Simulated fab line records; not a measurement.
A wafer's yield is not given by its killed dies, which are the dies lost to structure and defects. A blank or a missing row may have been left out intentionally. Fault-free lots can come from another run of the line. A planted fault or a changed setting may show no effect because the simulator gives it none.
Matching of chambers :: flow nandHarc :: 4 sister chambers for NHARC_A_BLC_STRIP_29 on rieDiel-12
The step strips in CF4. 14 wafers are shown with their chamber, then 7 later ones without.

WAFERS PAIRED WITH THEIR CHAMBERS
wafer: L200.1
chamber: 3
showerheadPlenumPTorr (Torr): 1.70
drypumpMotorCurrentA (A): 5.7
oesProductAu (a.u.): 0.995

wafer: L200.3
chamber: 0
showerheadPlenumPTorr (Torr): 1.66
drypumpMotorCurrentA (A): 5.8
oesProductAu (a.u.): 1.015

wafer: L200.6
chamber: 0
showerheadPlenumPTorr (Torr): 1.66
drypumpMotorCurrentA (A): 5.8
oesProductAu (a.u.): 1.016

wafer: L202.1
chamber: 3
showerheadPlenumPTorr (Torr): 1.70
drypumpMotorCurrentA (A): 5.7
oesProductAu (a.u.): 0.996

wafer: L202.4
chamber: 0
showerheadPlenumPTorr (Torr): 1.66
drypumpMotorCurrentA (A): 5.8
oesProductAu (a.u.): 1.008

wafer: L202.5
chamber: 0
showerheadPlenumPTorr (Torr): 1.66
drypumpMotorCurrentA (A): 5.8
oesProductAu (a.u.): 1.008

wafer: L203.1
chamber: 1
showerheadPlenumPTorr (Torr): 1.80
drypumpMotorCurrentA (A): 6.5
oesProductAu (a.u.): 1.002

wafer: L203.5
chamber: 2
showerheadPlenumPTorr (Torr): 1.78
drypumpMotorCurrentA (A): 6.5
oesProductAu (a.u.): 0.990

wafer: L203.6
chamber: 3
showerheadPlenumPTorr (Torr): 1.70
drypumpMotorCurrentA (A): 5.7
oesProductAu (a.u.): 0.997

wafer: L206.2
chamber: 1
showerheadPlenumPTorr (Torr): 1.80
drypumpMotorCurrentA (A): 6.6
oesProductAu (a.u.): 0.996

wafer: L206.4
chamber: 3
showerheadPlenumPTorr (Torr): 1.70
drypumpMotorCurrentA (A): 5.7
oesProductAu (a.u.): 1.001

wafer: L206.6
chamber: 3
showerheadPlenumPTorr (Torr): 1.70
drypumpMotorCurrentA (A): 5.7
oesProductAu (a.u.): 0.982

wafer: L211.3
chamber: 3
showerheadPlenumPTorr (Torr): 1.70
drypumpMotorCurrentA (A): 5.7
oesProductAu (a.u.): 0.987

wafer: L211.4
chamber: 2
showerheadPlenumPTorr (Torr): 1.77
drypumpMotorCurrentA (A): 6.5
oesProductAu (a.u.): 0.989

SIGNATURES, as means of the wafers listed above
reading: showerheadPlenumPTorr
chamber 0: 1.6600
chamber 1: 1.8000
chamber 2: 1.7750
chamber 3: 1.7000
scatter within a chamber: 0.00224

reading: drypumpMotorCurrentA
chamber 0: 5.800
chamber 1: 6.550
chamber 2: 6.500
chamber 3: 5.700
scatter within a chamber: 0.0224

reading: oesProductAu
chamber 0: 1.01175
chamber 1: 0.99900
chamber 2: 0.98950
chamber 3: 0.99300
scatter within a chamber: 0.0057
Rule: distance of a wafer from a chamber = root of the sum over the readings of ((wafer's reading minus chamber's mean) / reading's scatter) squared. The wafer belongs to the nearest chamber; if the next one is less than 2 further off, it can't be placed. How the scatter is found: for the shown wafers, subtract from each reading the mean of its chamber, square and add these, divide the total by (wafers less chambers), then take the root.

WAFERS WITH NO CHAMBER GIVEN
wafer: L211.5
showerheadPlenumPTorr (Torr): 1.80
drypumpMotorCurrentA (A): 6.5
oesProductAu (a.u.): 0.989

wafer: L208.1
showerheadPlenumPTorr (Torr): 1.70
drypumpMotorCurrentA (A): 5.7
oesProductAu (a.u.): 0.988

wafer: L208.2
showerheadPlenumPTorr (Torr): 1.77
drypumpMotorCurrentA (A): 6.5
oesProductAu (a.u.): 0.985

wafer: L208.4
showerheadPlenumPTorr (Torr): 1.66
drypumpMotorCurrentA (A): 5.8
oesProductAu (a.u.): 0.999

wafer: L212.6
showerheadPlenumPTorr (Torr): 1.77
drypumpMotorCurrentA (A): 6.5
oesProductAu (a.u.): 0.980

wafer: L214.1
showerheadPlenumPTorr (Torr): 1.66
drypumpMotorCurrentA (A): 5.8
oesProductAu (a.u.): 0.993

wafer: L214.5
showerheadPlenumPTorr (Torr): 1.77
drypumpMotorCurrentA (A): 6.5
oesProductAu (a.u.): 0.983

WHICH CHAMBER EACH WENT THROUGH
wafer: L211.5
from the rows above: 1
in truth: 1

wafer: L208.1
from the rows above: 3
in truth: 3

wafer: L208.2
from the rows above: 2
in truth: 2

wafer: L208.4
from the rows above: 0
in truth: 0

wafer: L212.6
from the rows above: 2
in truth: 2

wafer: L214.1
from the rows above: 0
in truth: 0

wafer: L214.5
from the rows above: 2
in truth: 2
Correctly placed: 7 of 7. Number that these rows cannot place: 0. Number placed wrongly: 0.
